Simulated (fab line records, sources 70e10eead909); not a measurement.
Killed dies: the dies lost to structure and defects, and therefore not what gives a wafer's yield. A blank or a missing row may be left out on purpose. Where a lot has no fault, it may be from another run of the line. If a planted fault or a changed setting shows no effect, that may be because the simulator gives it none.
What tool caused it? + flow nand-harc + 12 lots, 36 wafers sampled, at 4 steps of a route of 1159

== WHAT EACH GAUGE READ, for each wafer ==
NHARC_P_M1_THK_MEAS_24: measures by xrf.
| lot  | measured     | on            | thk-nm (nm)       |
|------|--------------|---------------|-------------------|
| L074 | day 6 07:59  | film-metro-02 | 157.2 159.8 157.4 |
| L077 | day 6 20:58  | film-metro-02 | 156.5 156.3 157.5 |
| L079 | day 7 07:01  | film-metro-01 | 158.8 158.2 159.2 |
| L081 | day 7 20:22  | film-metro-02 | 157.6 158.9 158.9 |
| L083 | day 8 07:26  | film-metro-01 | 159.4 158.1 155.7 |
| L087 | day 9 08:52  | film-metro-02 | 158.2 158.8 158.3 |
| L086 | day 9 10:04  | film-metro-02 | 158.8 156.6 159.2 |
| L088 | day 9 19:01  | film-metro-02 | 160.5 160.8 160.0 |
| L091 | day 10 07:40 | film-metro-01 | 158.2 158.6 157.5 |
| L093 | day 10 23:55 | film-metro-01 | 156.8 157.1 159.7 |
| L095 | day 11 11:58 | film-metro-01 | 156.6 155.1 156.5 |
| L097 | day 11 21:53 | film-metro-02 | 157.1 159.6 155.2 |

== EACH LOT AND THE TOOL THAT RAN IT (in order: tool; ch and the chambers of the sampled wafers; start) ==
| lot  | NHARC_P_M0_PVD_21                       | NHARC_P_M1_ANNEAL_31             | NHARC_P_M1_CMP_23             |
|------|-----------------------------------------|----------------------------------|-------------------------------|
| L074 | pvd-sputter-02, day 6 07:20 or earlier  | rtp-anneal-02 ch 0, day 6 07:20  | cmp-01 ch 0,2,3, day 6 07:44  |
| L077 | pvd-sputter-02, day 6 20:18 or earlier  | rtp-anneal-01 ch 0, day 6 20:18  | cmp-02 ch 0,1, day 6 20:41    |
| L079 | pvd-sputter-02, day 7 06:23 or earlier  | rtp-anneal-02 ch 0, day 7 06:23  | cmp-02 ch 0,3, day 7 06:41    |
| L081 | pvd-sputter-03, day 7 19:42 or earlier  | rtp-anneal-02 ch 0, day 7 19:42  | cmp-01 ch 1,2,3, day 7 20:04  |
| L083 | pvd-sputter-01, day 8 06:46 or earlier  | rtp-anneal-01 ch 0, day 8 06:46  | cmp-02 ch 0,2,3, day 8 07:07  |
| L087 | pvd-sputter-03, day 9 08:12 or earlier  | rtp-anneal-01 ch 0, day 9 08:12  | cmp-03 ch 0,1,3, day 9 08:33  |
| L086 | pvd-sputter-03, day 9 09:25 or earlier  | rtp-anneal-02 ch 0, day 9 09:25  | cmp-02 ch 0,2,3, day 9 09:46  |
| L088 | pvd-sputter-01, day 9 18:22 or earlier  | rtp-anneal-01 ch 0, day 9 18:22  | cmp-01 ch 0,1,3, day 9 18:42  |
| L091 | pvd-sputter-01, day 10 06:59 or earlier | rtp-anneal-01 ch 0, day 10 06:59 | cmp-01 ch 0,2,3, day 10 07:22 |
| L093 | pvd-sputter-02, day 10 23:17 or earlier | rtp-anneal-02 ch 0, day 10 23:17 | cmp-03 ch 1,3, day 10 23:36   |
| L095 | pvd-sputter-03, day 11 11:19 or earlier | rtp-anneal-02 ch 0, day 11 11:19 | cmp-03 ch 0,2,3, day 11 11:40 |
| L097 | pvd-sputter-01, day 11 21:14 or earlier | rtp-anneal-01 ch 0, day 11 21:14 | cmp-01 ch 0,2, day 11 21:36   |
- NHARC_P_M0_PVD_21: deposits Cu, target thk 30 nm, time 20.49 s.
- NHARC_P_M1_ANNEAL_31: time 90 s.
- NHARC_P_M1_CMP_23: polishes, t overpolish 20 s, target thk 157.82 nm.

== THE ANSWER, worked out from the rows above alone ==
Rule: the lots themselves supply what counts as usual. The widest of any qualifying gaps counts: lots, ordered by their means at a reading, are off when they make up no more than a third of the lots, leave a main group of 4 or more, and stand apart from it by 3 or more times the standard deviation of that group's means. Not used: any main group whose means are identical at the precision the tables above print for the reading. Also off: a lot with no number at a reading for which 4 or more lots have one. Any other lot the step has rows for is counted as sound.
Nothing can be told from this: no lot is off at any reading shown.

== WHAT THE SIMULATOR PUT IN ==
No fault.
